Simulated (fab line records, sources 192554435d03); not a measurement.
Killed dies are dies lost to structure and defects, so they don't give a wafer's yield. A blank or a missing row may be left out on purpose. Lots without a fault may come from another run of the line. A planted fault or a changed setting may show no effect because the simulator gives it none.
fab line records | flow n5_finfet
record lots=24 wafers=72 last_day=19
route steps=1938 shown BEOL_M7@1301 BEOL_M8@1332
lots that met no fault: from a run of the same line without faults
start_h: hours from the record's first day to the start of the lot's first wafer shown | wait_h: hours since the lot's step before | " the same as in the row above | L1.1+2: a row that stands for several wafers | - no value, or no start given | * or withheld: withheld | < > ~ a bound
route shown NAME@n: a module of which the file shows steps, and the number in the route of the first | usual: mean/standard deviation of fault-free wafers | same: alike in all rows | chamber/n: place in a boat | sites: the reading at each site | _std_site: their standard deviation | _edge_site: outer sites' mean less inner sites' | radius_mm: how far each site lies from the wafer's centre | mask NAME#n: copy n | behind: the tool/chamber that last shaped the wafer | hold: why the lot was held/for how many hours/how that ended | device: the transistor (n, p or np) that didn't switch | end of line: the same wafers' tests at the end of the route | a step without rows: its recipe alone | killed: dies lost to structure and defects at the first sort, not the wafer's yield | map: a wafer's dies, x killed, . not, _ none there
set.NAME: the setting as run; set.NAME@STEP: as run at that earlier step | model.NAME: the simulator's own value behind a step, which no gauge read
steps of the route over a sample of lots; a table a step, a row a wafer
services: from which hour (start_h, from the record's first day; less than 0 if before it) a tool's chamber was out of use, for how many hours, and why
## steps
# step N5_BEOL_M7_ETCH_65
# recipe chemistry=CF4 target=SiARC target_depth_a=156 mask_material=CAR-EUV time_s=26 ion_energy_ev=80 pressure_mtorr=40 source_w=545 bias_w=36 Ar_flow_sccm=100 cf4_flow_sccm=100 ends=cleared
# usual drypump_motor_current_A=5.5/0.51 etch_rf_on_time_s=26.1/0.57 oes_product_au=0.67/0.063 rf_vpp_V=184.1/1.1 showerhead_plenum_p_Torr=2.15/0.048 throttle_valve_pct=15.62/0.17
# columns lot.wafer tool chamber start_h wait_h drypump_motor_current_A etch_rf_on_time_s oes_product_au rf_hours_counter_h rf_vpp_V showerhead_plenum_p_Torr throttle_valve_pct
L074.1 rie_diel-04 1 193.82 0.0 6.1 25.7 0.65 169 186.1 2.23 15.58
L074.2 " 3 " " 5.3 25.5 0.72 54 184.8 2.17 15.47
L074.3 " 0 " " 5.2 24.9 0.69 95 185.0 2.16 15.58
L075.1 rie_diel-04 1 198.12 0.0 6.1 26.1 0.64 171 184.3 2.23 15.59
L075.2 " 0 " " 5.1 25.2 0.69 97 183.4 2.16 15.58
L075.5 " 3 " " 5.3 26.0 0.71 - 185.0 2.17 15.47
L077.1 rie_diel-06 3 203.85 0.0 6.3 25.3 0.80 11 184.3 2.10 15.31
L077.2 " 2 " " 5.8 26.5 0.64 168 183.6 2.13 15.85
L077.5 " 0 " " 4.9 26.0 0.59 - 182.2 2.12 15.50
L076.1 rie_diel-04 1 204.10 0.0 6.1 26.0 0.64 173 184.6 2.23 15.61
L076.2 " 0 " " 5.1 25.4 0.68 99 183.7 2.16 15.58
L076.5 " 1 " " 6.1 25.7 0.64 - 184.5 2.23 15.59
L078.1 rie_diel-02 0 214.71 0.0 5.3 27.5 0.58 215 184.0 2.11 15.85
L078.3 " 1 " " 5.7 26.2 0.66 152 182.8 2.14 15.59
L078.6 " 2 " " 6.4 26.0 0.78 - 183.7 2.20 15.53
L079.2 rie_diel-02 2 220.55 0.0 6.3 25.7 0.80 18 184.7 2.20 15.53
L079.3 " 1 " " 5.7 26.1 0.67 153 184.0 2.14 15.59
L079.6 " 3 " " 5.0 26.9 0.63 - 184.1 2.21 15.48
L080.1 rie_diel-02 2 227.31 0.0 6.4 25.9 0.78 21 186.2 2.20 15.57
L080.2 " 0 " " 5.3 27.4 0.58 218 181.8 2.11 15.84
L080.6 " 3 " " 4.9 26.8 0.63 - 185.2 2.21 15.48
L082.1 rie_diel-02 1 234.56 0.0 5.8 26.1 0.65 157 182.5 2.14 15.59
L082.2 " 3 " " 4.9 27.0 0.62 184 186.1 2.21 15.48
L082.5 " 1 " " 5.7 26.2 0.65 - 184.4 2.14 15.60
L081.2 rie_diel-04 3 234.79 0.0 5.3 26.3 0.69 68 184.0 2.16 15.50
L081.5 " 3 " " 5.3 26.2 0.69 - 185.6 2.16 15.50
L081.6 " 2 " " 5.0 26.0 0.72 - 183.0 2.09 15.76
L083.1 rie_diel-02 0 241.98 0.0 5.3 27.5 0.58 222 184.1 2.11 15.86
L083.4 " 2 " " 6.4 25.7 0.78 26 184.0 2.20 15.55
L083.6 " 3 " " 5.0 27.0 0.62 - 186.1 2.21 15.48
L085.2 rie_diel-06 0 242.38 0.0 4.9 26.0 0.58 249 184.1 2.12 15.53
L085.4 " 2 " " 5.8 26.1 0.63 180 182.2 2.13 15.90
L085.5 " 1 " " 5.6 25.5 0.64 - 184.3 2.22 15.90
L084.4 rie_diel-04 3 244.15 0.0 5.3 26.0 0.69 71 182.8 2.16 15.50
L084.5 " 0 " " 5.1 25.5 0.67 - 184.6 2.15 15.61
L084.6 " 3 " " 5.3 25.9 0.70 - 183.4 2.16 15.51
L086.1 rie_diel-04 2 273.91 0.0 4.9 26.2 0.70 102 184.7 2.09 15.79
L086.2 " 0 " " 5.1 25.9 0.66 121 184.4 2.15 15.61
L086.6 " 1 " " 6.1 25.9 0.63 - 184.9 2.22 15.64
L089.1 rie_diel-02 3 278.99 0.0 4.9 26.6 0.62 198 185.0 2.21 15.51
L089.5 " 0 " " 5.3 27.3 0.58 - 181.8 2.11 15.87
L089.6 " 1 " " 5.7 26.0 0.65 - 185.1 2.14 15.63
L087.4 rie_diel-04 0 279.03 0.0 5.1 25.5 0.66 122 184.1 2.15 15.62
L087.5 " 1 " " 6.1 26.0 0.62 - 184.1 2.22 15.64
L087.6 " 2 " " 5.0 26.5 0.69 - 184.5 2.08 15.80
L088.1 rie_diel-06 2 290.71 0.0 5.8 26.5 0.61 196 183.3 2.12 15.90
L088.3 " 0 " " 4.9 25.6 0.79 9 184.0 2.11 15.06
L088.5 " 1 " " 5.6 25.7 0.62 - 185.6 2.22 15.93
L091.2 rie_diel-02 0 294.62 0.0 5.3 27.6 0.57 237 184.1 2.11 15.90
L091.3 " 1 " " 5.7 26.3 0.65 175 183.1 2.14 15.64
L091.4 " 2 " " 6.4 25.9 0.74 41 184.2 2.19 15.58
L090.1 rie_diel-06 2 311.87 0.0 5.8 26.5 0.62 202 185.7 2.12 15.93
L090.2 " 3 " " 6.3 25.4 0.75 44 184.6 2.09 15.39
L090.5 " 3 " " 6.3 25.3 0.74 - 182.4 2.09 15.40
L092.1 rie_diel-04 2 323.89 0.0 5.0 26.0 0.69 116 183.4 2.08 15.82
L092.2 " 3 " " 5.3 26.4 0.67 94 182.1 2.16 15.56
L092.6 " 3 " " 5.3 26.5 0.67 - 184.9 2.16 15.55
L093.3 rie_diel-02 0 340.86 0.0 5.3 27.6 0.56 249 184.5 2.10 15.90
L093.5 " 3 " " 5.0 27.3 0.60 - 185.9 2.20 15.54
L093.6 " 2 " " 6.4 26.4 0.73 - 185.0 2.19 15.61
L096.2 rie_diel-04 3 341.67 0.0 5.4 26.4 0.66 99 184.0 2.15 15.57
L096.5 " 2 " " 5.0 25.9 0.69 - 181.4 2.08 15.83
L096.6 " 3 " " 5.3 26.1 0.67 - 184.4 2.15 15.58
L094.1 rie_diel-04 1 344.29 0.0 6.2 26.0 0.62 215 186.7 2.21 15.68
L094.4 " 1 " " 6.2 26.1 0.61 - 184.6 2.21 15.68
L094.5 " 0 " " 5.1 25.3 0.65 - 183.8 2.14 15.65
L097.1 rie_diel-02 2 362.92 0.0 6.3 25.8 0.73 60 185.4 2.19 15.62
L097.3 " 0 " " 5.3 26.8 0.84 0 184.2 2.10 15.39
L097.6 " 3 " " 5.0 26.6 0.60 - 184.2 2.20 15.57
L095.2 rie_diel-04 3 379.16 0.0 5.3 26.5 0.66 108 183.6 2.15 15.59
L095.3 " 1 " " 6.1 26.0 0.61 224 183.9 2.21 15.69
L095.6 " 1 " " 6.2 25.8 0.61 - 185.4 2.21 15.69
# step N5_BEOL_M7_CD_MEAS_35
# recipe target_cd_nm=40 polarity=opening
# usual cd_nm=39.8/0.53
# columns lot.wafer tool chamber start_h wait_h cd_nm
L074.1 cd_sem-01 - 194.35 0.0 39.4
L074.2 " - " " 39.8
L074.3 " - " " 39.0
L075.1 cd_sem-02 - 198.65 0.0 39.4
L075.2 " - " " 40.9
L075.5 " - " " 39.6
L077.1 cd_sem-03 - 204.38 0.0 38.8
L077.2 " - " " 40.3
L077.5 " - " " 39.9
L076.1 cd_sem-02 - 204.63 0.0 40.1
L076.2 " - " " 40.3
L076.5 " - " " 39.6
L078.1 cd_sem-03 - 215.24 0.0 39.5
L078.3 " - " " 39.9
L078.6 " - " " 40.4
L079.2 cd_sem-02 - 221.08 0.0 39.7
L079.3 " - " " 39.0
L079.6 " - " " 40.0
L080.1 cd_sem-03 - 227.84 0.0 39.6
L080.2 " - " " 40.2
L080.6 " - " " 40.0
L082.1 cd_sem-02 - 235.10 0.0 40.7
L082.2 " - " " 40.3
L082.5 " - " " 39.8
L081.2 cd_sem-01 - 235.32 0.0 39.3
L081.5 " - " " 40.0
L081.6 " - " " 39.8
L083.1 cd_sem-03 - 242.51 0.0 40.4
L083.4 " - " " 39.8
L083.6 " - " " 40.2
L085.2 cd_sem-02 - 242.91 0.0 39.5
L085.4 " - " " 39.3
L085.5 " - " " 40.2
L084.4 cd_sem-03 - 244.68 0.0 39.0
L084.5 " - " " 39.5
L084.6 " - " " 38.7
L086.1 cd_sem-03 - 274.44 0.0 39.0
L086.2 " - " " 39.6
L086.6 " - " " 39.4
L089.1 cd_sem-03 - 279.52 0.0 40.3
L089.5 " - " " 39.6
L089.6 " - " " 39.7
L087.4 cd_sem-01 - 279.57 0.0 39.6
L087.5 " - " " 39.6
L087.6 " - " " 39.8
L088.1 cd_sem-03 - 291.25 0.0 40.1
L088.3 " - " " 40.3
L088.5 " - " " 39.8
L091.2 cd_sem-02 - 295.15 0.0 39.8
L091.3 " - " " 39.7
L091.4 " - " " 39.5
L090.1 cd_sem-02 - 312.41 0.0 40.3
L090.2 " - " " 40.9
L090.5 " - " " 40.6
L092.1 cd_sem-02 - 324.42 0.0 40.0
L092.2 " - " " 40.1
L092.6 " - " " 40.6
L093.3 cd_sem-03 - 341.39 0.0 39.3
L093.5 " - " " 40.1
L093.6 " - " " 39.4
L096.2 cd_sem-01 - 342.21 0.0 39.5
L096.5 " - " " 39.0
L096.6 " - " " 38.4
L094.1 cd_sem-03 - 344.82 0.0 40.3
L094.4 " - " " 40.9
L094.5 " - " " 39.5
L097.1 cd_sem-03 - 363.46 0.0 39.3
L097.3 " - " " 40.6
L097.6 " - " " 39.8
L095.2 cd_sem-01 - 379.69 0.0 39.9
L095.3 " - " " 39.6
L095.6 " - " " 40.5
# step N5_BEOL_M7_THK_MEAS_53
# recipe thk_meas_gauge=xrf reads=Cu_of_BEOL_M7_ECD_50
# usual M7_THK=80.0/2.1
# columns lot.wafer tool chamber start_h wait_h M7_THK[nm]
L074.1 film_metro-02 - 197.08 - 78.5
L074.2 " - " " 81.1
L074.3 " - " " 84.6
L075.1 film_metro-02 - 201.88 - 79.2
L075.2 " - " " 82.2
L075.5 " - " " 79.1
L077.1 film_metro-02 - 206.63 - 81.6
L077.2 " - " " 78.9
L077.5 " - " " 79.2
L076.1 film_metro-02 - 206.90 - 77.9
L076.2 " - " " 82.9
L076.5 " - " " 79.8
L078.1 film_metro-02 - 217.62 - 75.3
L078.3 " - " " 78.9
L078.6 " - " " 79.2
L079.2 film_metro-01 - 222.97 - 80.9
L079.3 " - " " 81.6
L079.6 " - " " 79.5
L080.1 film_metro-02 - 232.09 - 82.8
L080.2 " - " " 77.8
L080.6 " - " " 77.4
L082.1 film_metro-01 - 236.94 - 80.8
L082.2 " - " " 78.1
L082.5 " - " " 80.3
L081.2 film_metro-01 - 237.85 - 81.7
L081.5 " - " " 80.5
L081.6 " - " " 83.4
L083.1 film_metro-01 - 244.79 - 78.9
L083.4 " - " " 82.2
L083.6 " - " " 79.5
L085.2 film_metro-02 - 245.85 - 77.4
L085.4 " - " " 78.8
L085.5 " - " " 80.4
L084.4 film_metro-01 - 246.60 - 83.1
L084.5 " - " " 82.9
L084.6 " - " " 81.8
L086.1 film_metro-01 - 279.06 - 82.2
L086.2 " - " " 82.3
L086.6 " - " " 78.3
L089.1 film_metro-02 - 282.57 - 78.8
L089.5 " - " " 76.1
L089.6 " - " " 78.8
L087.4 film_metro-01 - 282.84 - 81.7
L087.5 " - " " 80.3
L087.6 " - " " 80.7
L088.1 film_metro-02 - 294.90 - 77.5
L088.3 " - " " 79.2
L088.5 " - " " 80.3
L091.2 film_metro-01 - 296.92 - 76.2
L091.3 " - " " 78.0
L091.4 " - " " 79.8
L090.1 film_metro-02 - 314.50 - 77.4
L090.2 " - " " 81.4
L090.5 " - " " 81.0
L092.1 film_metro-01 - 326.19 - 82.1
L092.2 " - " " 79.9
L092.6 " - " " 80.7
L093.3 film_metro-02 - 344.67 - 79.7
L093.5 " - " " 78.0
L093.6 " - " " 80.7
L096.2 film_metro-02 - 346.00 - 80.1
L096.5 " - " " 83.1
L096.6 " - " " 79.7
L094.1 film_metro-02 - 347.03 - 78.6
L094.4 " - " " 79.8
L094.5 " - " " 83.0
L097.1 film_metro-02 - 367.10 - 80.6
L097.3 " - " " 77.8
L097.6 " - " " 78.1
L095.2 film_metro-02 - 384.66 - 78.5
L095.3 " - " " 76.5
L095.6 " - " " 77.4
# step N5_BEOL_M7_RS_MEAS_57
# recipe thk_meas_gauge=four-point-probe reads=Cu_of_BEOL_M7_ECD_50+Co_of_BEOL_M7_CVD_78+TaN_of_BEOL_M7_ALD_77
# usual M7_RS=0.287/0.0085
# columns lot.wafer tool chamber start_h wait_h M7_RS[ohm/sq]
L074.1 film_metro-01 - 197.21 0.1 0.293
L074.2 " - " " 0.284
L074.3 " - " " 0.271
L075.1 film_metro-01 - 202.01 0.1 0.291
L075.2 " - " " 0.276
L075.5 " - " " 0.289
L077.1 film_metro-02 - 206.76 0.1 0.278
L077.2 " - " " 0.288
L077.5 " - " " 0.288
L076.1 film_metro-02 - 207.03 0.1 0.293
L076.2 " - " " 0.273
L076.5 " - " " 0.289
L078.1 film_metro-02 - 217.78 0.1 0.307
L078.3 " - " " 0.291
L078.6 " - " " 0.289
L079.2 film_metro-01 - 223.10 0.1 0.283
L079.3 " - " " 0.282
L079.6 " - " " 0.290
L080.1 film_metro-01 - 232.22 0.1 0.274
L080.2 " - " " 0.295
L080.6 " - " " 0.295
L082.1 film_metro-02 - 237.10 0.1 0.281
L082.2 " - " " 0.294
L082.5 " - " " 0.283
L081.2 film_metro-01 - 238.02 0.1 0.284
L081.5 " - " " 0.287
L081.6 " - " " 0.275
L083.1 film_metro-01 - 244.92 0.1 0.291
L083.4 " - " " 0.276
L083.6 " - " " 0.287
L085.2 film_metro-02 - 245.98 0.1 0.296
L085.4 " - " " 0.290
L085.5 " - " " 0.285
L084.4 film_metro-01 - 246.73 0.0 0.276
L084.5 " - " " 0.277
L084.6 " - " " 0.283
L086.1 film_metro-02 - 279.20 0.1 0.278
L086.2 " - " " 0.279
L086.6 " - " " 0.295
L089.1 film_metro-02 - 282.73 0.1 0.293
L089.5 " - " " 0.303
L089.6 " - " " 0.292
L087.4 film_metro-02 - 282.97 0.0 0.283
L087.5 " - " " 0.291
L087.6 " - " " 0.287
L088.1 film_metro-01 - 295.03 0.1 0.297
L088.3 " - " " 0.289
L088.5 " - " " 0.284
L091.2 film_metro-01 - 297.05 0.1 0.303
L091.3 " - " " 0.297
L091.4 " - " " 0.287
L090.1 film_metro-02 - 314.63 0.1 0.298
L090.2 " - " " 0.279
L090.5 " - " " 0.281
L092.1 film_metro-01 - 326.32 0.1 0.281
L092.2 " - " " 0.291
L092.6 " - " " 0.288
L093.3 film_metro-01 - 344.80 0.1 0.289
L093.5 " - " " 0.295
L093.6 " - " " 0.283
L096.2 film_metro-01 - 346.13 0.1 0.286
L096.5 " - " " 0.273
L096.6 " - " " 0.286
L094.1 film_metro-01 - 347.16 0.1 0.293
L094.4 " - " " 0.289
L094.5 " - " " 0.277
L097.1 film_metro-02 - 367.23 0.1 0.278
L097.3 " - " " 0.292
L097.6 " - " " 0.290
L095.2 film_metro-01 - 384.80 0.1 0.292
L095.3 " - " " 0.300
L095.6 " - " " 0.295
# step N5_BEOL_M8_ILD_DEP_00
# recipe material=SiCOH_lowk target_thk_a=1797.5 temp_c=300 precursor=DEMS/porogen pressure_torr=5 rf_w=500 time_s=33.4
# usual heater_power_w=327/50 showerhead_plenum_p_Torr=5.740/0.016 throttle_valve_pct=13.9/0.91
# columns lot.wafer tool chamber start_h wait_h heater_power_w showerhead_plenum_p_Torr throttle_valve_pct
L074.1 pecvd-01 0 197.28 0.0 348 5.729 14.0
L074.2 " 2 " " 361 5.741 12.6
L074.3 " 1 " " 301 5.763 13.4
L075.1 pecvd-04 0 202.08 0.0 383 5.725 15.6
L075.2 " 1 " " 230 5.737 14.6
L075.5 " 0 " " 388 5.720 15.8
L077.1 pecvd-04 2 206.82 0.0 305 5.752 13.7
L077.2 " 0 " " 367 5.719 15.5
L077.5 " 2 " " 307 5.741 13.9
L076.1 pecvd-01 0 207.09 0.0 404 5.728 14.2
L076.2 " 1 " " 301 5.746 13.3
L076.5 " 1 " " 307 5.764 13.3
L078.1 pecvd-04 1 217.84 0.0 278 5.720 14.8
L078.3 " 0 " " 412 5.732 15.5
L078.6 " 2 " " 297 5.759 13.6
L079.2 pecvd-01 0 223.16 0.0 373 5.746 14.0
L079.3 " 1 " " 310 5.754 13.4
L079.6 " 0 " " 395 5.732 14.0
L080.1 pecvd-01 2 232.28 0.0 279 5.744 12.8
L080.2 " 0 " " 377 5.733 14.1
L080.6 " 2 " " 293 5.754 12.7
L082.1 pecvd-04 2 237.16 0.0 303 5.753 13.9
L082.2 " 1 " " 262 5.732 14.6
L082.5 " 2 " " 318 5.752 13.7
L081.2 pecvd-04 1 238.08 0.0 247 5.730 14.6
L081.5 " 2 " " 329 5.758 14.0
L081.6 " 1 " " 261 5.714 14.8
L083.1 pecvd-02 2 244.98 0.0 294 5.736 12.3
L083.4 " 0 " " 319 5.708 13.3
L083.6 " 1 " " 401 5.743 14.5
L085.2 pecvd-01 1 246.05 0.0 293 5.773 13.4
L085.4 " 2 " " 311 5.761 12.6
L085.5 " 1 " " 301 5.766 13.7
L084.4 pecvd-02 2 246.82 0.1 299 5.763 12.2
L084.5 " 1 " " 379 5.766 14.5
L084.6 " 0 " " 323 5.707 13.4
L086.1 pecvd-02 0 279.27 0.0 350 5.731 13.4
L086.2 " 2 " " 276 5.756 12.3
L086.6 " 1 " " 408 5.748 14.5
L089.1 pecvd-01 1 282.79 0.0 306 5.758 13.3
L089.5 " 2 " " 350 5.751 12.8
L089.6 " 0 " " 378 5.742 14.1
L087.4 pecvd-04 0 283.05 0.1 407 5.718 15.5
L087.5 " 0 " " 415 5.727 15.7
L087.6 " 2 " " 321 5.741 13.5
L088.1 pecvd-04 0 295.09 0.0 415 5.725 15.5
L088.3 " 2 " " 293 5.752 13.6
L088.5 " 1 " " 252 5.717 14.4
L091.2 pecvd-04 2 297.11 0.0 276 5.749 13.8
L091.3 " 1 " " 282 5.720 14.7
L091.4 " 2 " " 288 5.746 13.8
L090.1 pecvd-01 0 314.70 0.0 358 5.735 14.3
L090.2 " 1 " " 258 5.767 13.1
L090.5 " 1 " " 266 5.759 13.1
L092.1 pecvd-01 1 326.38 0.0 282 5.772 13.4
L092.2 " 2 " " 353 5.733 12.9
L092.6 " 2 " " 354 5.744 13.3
L093.3 pecvd-01 2 344.86 0.0 346 5.742 12.6
L093.5 " 1 " " 273 5.755 13.4
L093.6 " 0 " " 340 5.740 14.1
L096.2 pecvd-02 2 346.19 0.0 302 5.741 12.7
L096.5 " 2 " " 307 5.744 12.5
L096.6 " 1 " " 400 5.739 14.5
L094.1 pecvd-01 0 347.23 0.0 393 5.724 14.4
L094.4 " 2 " " 313 5.738 13.0
L094.5 " 0 " " 391 5.730 14.3
L097.1 pecvd-02 1 367.29 0.0 386 5.746 14.7
L097.3 " 2 " " 286 5.761 12.8
L097.6 " 0 " " 339 5.739 13.5
L095.2 pecvd-04 2 384.86 0.0 282 5.743 14.2
L095.3 " 2 " " 290 5.757 13.9
L095.6 " 2 " " 307 5.752 14.2
# step N5_BEOL_M8_INSPECT_13
# recipe mode=adi inspect_instrument=brightfield
# usual raw_defect_count=392/93
# columns lot.wafer tool chamber start_h wait_h raw_defect_count
L074.1 defect_inspect-01 - 198.55 0.0 398
L074.2 " - " " 409
L074.3 " - " " 321
L075.1 defect_inspect-02 - 205.17 0.0 363
L075.2 " - " " 463
L075.5 " - " " 374
L077.1 defect_inspect-02 - 209.79 0.0 381
L077.2 " - " " 310
L077.5 " - " " 378
L076.1 defect_inspect-01 - 210.07 0.0 453
L076.2 " - " " 416
L076.5 " - " " 395
L078.1 defect_inspect-02 - 221.74 0.0 561
L078.3 " - " " 396
L078.6 " - " " 445
L079.2 defect_inspect-01 - 225.69 0.0 363
L079.3 " - " " 472
L079.6 " - " " 459
L080.1 defect_inspect-02 - 235.36 0.0 489
L080.2 " - " " 418
L080.6 " - " " 453
L082.1 defect_inspect-01 - 239.13 0.0 373
L082.2 " - " " 329
L082.5 " - " " 347
L081.2 defect_inspect-02 - 240.18 0.0 497
L081.5 " - " " 453
L081.6 " - " " 424
L083.1 defect_inspect-01 - 246.22 0.0 438
L083.4 " - " " 417
L083.6 " - " " 291
L085.2 defect_inspect-01 - 249.31 0.0 387
L085.4 " - " " 193
L085.5 " - " " 462
L084.4 defect_inspect-01 - 249.64 0.0 257
L084.5 " - " " 373
L084.6 " - " " 387
L086.1 defect_inspect-02 - 280.65 0.0 346
L086.2 " - " " 432
L086.6 " - " " 350
L089.1 defect_inspect-02 - 285.38 0.0 409
L089.5 " - " " 372
L089.6 " - " " 393
L087.4 defect_inspect-01 - 285.55 0.0 293
L087.5 " - " " 367
L087.6 " - " " 328
L088.1 defect_inspect-02 - 296.31 0.0 250
L088.3 " - " " 288
L088.5 " - " " 450
L091.2 defect_inspect-01 - 298.36 0.0 442
L091.3 " - " " 380
L091.4 " - " " 355
L090.1 defect_inspect-02 - 316.51 0.0 177
L090.2 " - " " 238
L090.5 " - " " 223
L092.1 defect_inspect-01 - 330.47 0.0 329
L092.2 " - " " 339
L092.6 " - " " 394
L093.3 defect_inspect-02 - 346.59 0.0 534
L093.5 " - " " 579
L093.6 " - " " 602
L096.2 defect_inspect-02 - 349.61 0.0 462
L096.5 " - " " 450
L096.6 " - " " 444
L094.1 defect_inspect-02 - 349.81 0.0 391
L094.4 " - " " 421
L094.5 " - " " 395
L097.1 defect_inspect-02 - 371.95 0.0 512
L097.3 " - " " 319
L097.6 " - " " 395
L095.2 defect_inspect-01 - 388.88 0.0 329
L095.3 " - " " 434
L095.6 " - " " 407
## services
# columns tool chamber start_h hours kind
pecvd-01 1 176.64 5.5 scheduled_down
rie_diel-06 - 177.84 0.6 repair
rie_diel-04 0 185.19 4.0 repair
pecvd-01 2 217.52 5.5 scheduled_down
pecvd-02 - 231.82 5.6 repair
pecvd-04 0 231.97 6.2 repair
pecvd-01 0 233.33 2.1 scheduled_down
rie_diel-06 3 235.37 2.3 repair
pecvd-01 2 258.14 2.1 scheduled_down
pecvd-04 1 281.92 2.1 scheduled_down
rie_diel-06 1 295.74 3.9 repair
pecvd-01 0 296.54 5.5 scheduled_down
rie_diel-06 1 303.97 8.4 repair
pecvd-04 2 311.99 5.5 scheduled_down
rie_diel-06 0 337.93 3.2 repair
rie_diel-04 3 342.35 3.4 repair
rie_diel-02 0 344.87 - clean
rie_diel-02 0 344.87 - consumable_replace:focus_ring
rie_diel-02 0 344.87 15.9 scheduled_down
rie_diel-02 0 344.87 15.9 vent_cycle
rie_diel-02 3 347.28 2.8 repair
rie_diel-04 0 359.94 1.7 repair
pecvd-04 1 383.62 - clean
pecvd-04 1 383.62 - consumable_replace:showerhead
## key
fault none
